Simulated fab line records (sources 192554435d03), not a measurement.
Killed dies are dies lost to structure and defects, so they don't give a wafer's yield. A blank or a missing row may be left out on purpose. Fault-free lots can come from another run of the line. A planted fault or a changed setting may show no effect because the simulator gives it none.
Matching of chambers    flow n5 finfet    N5_BEOL_M0_CUTY_ETCH_62 on rie diel-01: 4 sister chambers
The step etches SiARC in CF4, time 58.5 s. 20 wafers are shown with their chamber, then 10 later ones without.

## WAFERS, EACH WITH ITS CHAMBER
wafer   chamber  drypump motor current A (A)  showerhead plenum p Torr (Torr)  throttle valve pct (%)
L075.1  0        6.0                          2.11                             15.33
L075.2  1        5.2                          2.14                             15.63
L075.3  2        5.4                          2.17                             15.41
L075.4  3        5.9                          2.21                             15.67
L075.5  0        6.0                          2.11                             15.33
L075.6  3        5.9                          2.21                             15.67
L084.2  3        5.9                          2.20                             15.72
L084.3  1        5.2                          2.13                             15.67
L084.4  2        5.4                          2.17                             15.45
L088.2  1        5.2                          2.13                             15.70
L088.5  2        5.4                          2.16                             15.46
L088.6  0        6.0                          2.10                             15.40
L089.1  2        5.4                          2.16                             15.49
L089.4  0        6.0                          2.10                             15.41
L089.6  2        5.4                          2.16                             15.48
L090.1  1        5.2                          2.12                             15.71
L090.3  2        5.4                          2.16                             15.48
L090.5  0        6.0                          2.10                             15.43
L091.1  3        6.0                          2.20                             15.74
L091.3  2        5.4                          2.16                             15.50

SIGNATURES, as means of the wafers listed above
reading                   chamber 0  chamber 1  chamber 2  chamber 3  scatter within a chamber
drypump motor current A   6.000      5.200      5.400      5.925      0.0217
showerhead plenum p Torr  2.1040     2.1300     2.1629     2.2050     0.00593
throttle valve pct        15.3800    15.6775    15.4671    15.7000    0.0371
Rule: distance of a wafer from a chamber = root of the sum over the readings of ((wafer's reading minus chamber's mean) / reading's scatter) squared. If the next closest chamber is less than 2 further off than the closest, the wafer can't be placed; otherwise it belongs to the closest. The scatter: the root of (the sum of the squares of (reading less its chamber's mean) over the shown wafers, divided by (wafers less chambers)).

## WAFERS WITH NO CHAMBER GIVEN
wafer   drypump motor current A (A)  showerhead plenum p Torr (Torr)  throttle valve pct (%)
L091.5  5.4                          2.16                             15.48
L094.1  6.0                          2.10                             15.44
L094.2  6.0                          2.20                             15.75
L094.3  5.2                          2.12                             15.72
L094.4  5.4                          2.16                             15.50
L094.5  6.0                          2.10                             15.41
L094.6  5.9                          2.20                             15.75
L097.3  5.4                          2.16                             15.50
L097.5  5.9                          2.19                             15.77
L097.6  5.4                          2.16                             15.51

## THE CHAMBER EACH PASSED THROUGH
wafer   from the rows above  in truth
L091.5  2                    2
L094.1  0                    0
L094.2  3                    3
L094.3  1                    1
L094.4  2                    2
L094.5  0                    0
L094.6  3                    3
L097.3  2                    2
L097.5  3                    3
L097.6  2                    2
Correctly placed: 10 of 10. From these rows, 0 cannot be placed. Placed wrongly: 0.
